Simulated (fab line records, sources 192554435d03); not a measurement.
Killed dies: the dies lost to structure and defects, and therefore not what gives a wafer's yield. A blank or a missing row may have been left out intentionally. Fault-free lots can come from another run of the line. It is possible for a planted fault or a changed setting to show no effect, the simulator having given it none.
A single fault, viewed from 3 desks :: flow n5_finfet :: each desk holds nothing but its own numbers, with what lay behind them at the end

## FROM THE METROLOGY DESK
What the gauges read, lot by lot, whatever tool the lot ran on: means of the sampled wafers that have a number. The brackets show how far a lot's mean lies from the usual mean; more than 4 standard deviations puts the lot out of limits, marked OUT.
Columns: A = M15_THK at N5_BEOL_M15_THK_MEAS_50, usual 855 nm; B = M15_RS at N5_BEOL_M15_RS_MEAS_54, usual 0.0216 ohm/sq
lot: L398
first seen here: day 12 23:05
A: 852
B: 0.0218

lot: L403
first seen here: day 14 00:40
A: 865
B: 0.0216

lot: L404
first seen here: day 15 04:10
A: 849
B: 0.0214

lot: L408
first seen here: day 16 00:10
A: 852
B: 0.0218

lot: L409
first seen here: day 16 10:44
A: 1066 (+15) OUT
B: 0.0181 (-11) OUT

lot: L412
first seen here: day 17 03:19
A: 1064 (+15) OUT
B: 0.0180 (-11) OUT

lot: L413
first seen here: day 17 07:50
A: 839
B: 0.0218

lot: L416
first seen here: day 17 08:17
A: 869
B: 0.0212

lot: L415
first seen here: day 17 13:55
A: 862
B: 0.0214

lot: L417
first seen here: day 18 17:47
A: 865
B: 0.0214
This desk's finding: out of limits on L409, L412; first on L409, day 16 10:44 (M15_THK at N5_BEOL_M15_THK_MEAS_50). L398, L403, L404, L408, L413, L416, L415, L417 stayed within limits.

## THE DEFECT DESK
For each lot, the counts of the inspections along the route, averaged over the sampled wafers that have a number. The brackets show how far a lot's mean lies from the usual mean; more than 4 standard deviations puts the lot out of limits, marked OUT.
Columns: A = raw_defect_count at N5_BEOL_M15_INSPECT_30, usual 1.8
lot: L398
first seen here: day 12 19:51
A: 1.7

lot: L403
first seen here: day 13 20:05
A: 1.7

lot: L404
first seen here: day 14 23:58
A: 2.0

lot: L408
first seen here: day 15 19:44
A: 2.3

lot: L409
first seen here: day 16 07:20
A: 2.5

lot: L412
first seen here: day 16 23:31
A: 1.5

lot: L413
first seen here: day 17 02:58
A: 1.3

lot: L416
first seen here: day 17 05:15
A: 2.3

lot: L415
first seen here: day 17 10:42
A: 1.7

lot: L417
first seen here: day 18 14:00
A: 1.7
This desk's verdict: no lot among the 10 shows anything out of limits.

## TOOL OWNER'S DESK, rie_diel-02
The tool's own readings at N5_BEOL_M15_TRENCH_ETCH_34 (etches SiO2 in C4F8/O2/Ar, target depth 872.93 nm, time 199 s): means of the sampled wafers that have a number, for each lot that ran on this tool. The brackets show how far a lot's mean lies from the usual mean; more than 4 standard deviations puts the lot out of limits, marked OUT.
Columns: A = drypump_motor_current_A at N5_BEOL_M15_TRENCH_ETCH_34, usual 5.8 A; B = oes_product_au at N5_BEOL_M15_TRENCH_ETCH_34, usual 0.79 a.u.; C = rf_vpp_V at N5_BEOL_M15_TRENCH_ETCH_34, usual 2227 V; D = showerhead_plenum_p_Torr at N5_BEOL_M15_TRENCH_ETCH_34, usual 3.43 Torr; E = throttle_valve_pct at N5_BEOL_M15_TRENCH_ETCH_34, usual 30.96 %
lot: L398
first seen here: day 12 19:58
A: 5.6
B: 0.76
C: 2224
D: 3.48
E: 31.05

lot: L404
first seen here: day 15 00:29
A: 5.5
B: 0.81
C: 2234
D: 3.56
E: 30.87

lot: L409
first seen here: day 16 07:27
A: 5.8
B: 0.91
C: 2234
D: 3.39
E: 31.02

lot: L412
first seen here: day 16 23:52
A: 6.0
B: 0.99
C: 2229
D: 3.50
E: 31.07
This desk's verdict: no lot among the 4 shows anything out of limits.

## TAKEN TOGETHER
At day 16 10:44 the metrology desk could have sounded an alarm, on L409, L412.
Nothing out of limits was seen by the defect desk.
The desk of the tool owner found nothing out of limits.
The defect desk has L409, L412 on record, within its limits.
On record at the tool owner's desk: L409, L412, within its limits.
On rie_diel-02, each named lot ran N5_BEOL_M15_TRENCH_ETCH_34.

## WHAT THE SIMULATOR PUT IN
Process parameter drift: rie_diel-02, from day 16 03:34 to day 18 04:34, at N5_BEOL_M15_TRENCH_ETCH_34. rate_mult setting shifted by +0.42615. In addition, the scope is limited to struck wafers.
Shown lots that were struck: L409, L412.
Time in hours between the start of the fault and the first out-of-limits reading at each desk: metrology desk, 7.
